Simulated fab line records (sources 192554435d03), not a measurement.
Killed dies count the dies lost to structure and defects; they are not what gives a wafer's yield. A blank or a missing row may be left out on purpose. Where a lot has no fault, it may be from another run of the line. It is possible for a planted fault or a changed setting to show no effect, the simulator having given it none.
Which tool did it? :: flow n5-finfet :: at 1 step of a route of 1938, 11 lots with 31 wafers sampled

== WHAT THE GAUGES SHOWED, per wafer ==
N5_BEOL_M8_OVL_MEAS_29.
lot: L484
measured: day 9 16:17
on: overlay-02
V7_OVL (nm): 0.5 0.1 0.4

lot: L486
measured: day 10 01:51
on: overlay-02
V7_OVL (nm): -0.5 -0.9 0.0

lot: L487
measured: day 10 03:45
on: overlay-02
V7_OVL (nm): 0.1 -1.2 -1.1

lot: L485
measured: day 10 11:54
on: overlay-02
V7_OVL (nm): -0.4 -0.4 -0.4

lot: L490
measured: day 10 17:59
on: overlay-01
V7_OVL (nm): -0.8 0.2 -0.6

lot: L489
measured: day 10 21:38
on: overlay-02
V7_OVL (nm): -0.2 0.7 0.1

lot: L502
measured: day 13 23:19
on: overlay-02
V7_OVL (nm): -0.2 0.7

lot: L501
measured: day 14 03:56
on: overlay-01
V7_OVL (nm): 0.4 0.8 0.4

lot: L504
measured: day 14 15:09
on: overlay-01
V7_OVL (nm): 0.7 0.6 -0.4

lot: L505
measured: day 14 15:19
on: overlay-01
V7_OVL (nm): -1.1 0.6

lot: L506
measured: day 14 21:35
on: overlay-01
V7_OVL (nm): -0.2 -0.4 0.2

== WHAT TOOL EACH LOT RAN ON (gives the tool, then ch and the chambers of the sampled wafers, and finally the start) ==
No process step before these readings appears in the record.

== THE ANSWER, worked out from the rows above alone ==
Rule: usual is defined by the lots themselves. Put in order of their means at a reading, lots are off if they are a third of the lots or fewer, leave a main group of 4 or more, and stand apart from it by a gap of 3 or more times the standard deviation of the main group's means; of several such gaps the widest counts. Not used: any main group whose means are identical at the precision the tables above print for the reading. Also off: a lot with no number at a reading for which 4 or more lots have one. All remaining lots with rows at the step are treated as sound.
Nothing can be told from this: no lot is off at any reading shown.

== WHAT THE SIMULATOR PUT IN ==
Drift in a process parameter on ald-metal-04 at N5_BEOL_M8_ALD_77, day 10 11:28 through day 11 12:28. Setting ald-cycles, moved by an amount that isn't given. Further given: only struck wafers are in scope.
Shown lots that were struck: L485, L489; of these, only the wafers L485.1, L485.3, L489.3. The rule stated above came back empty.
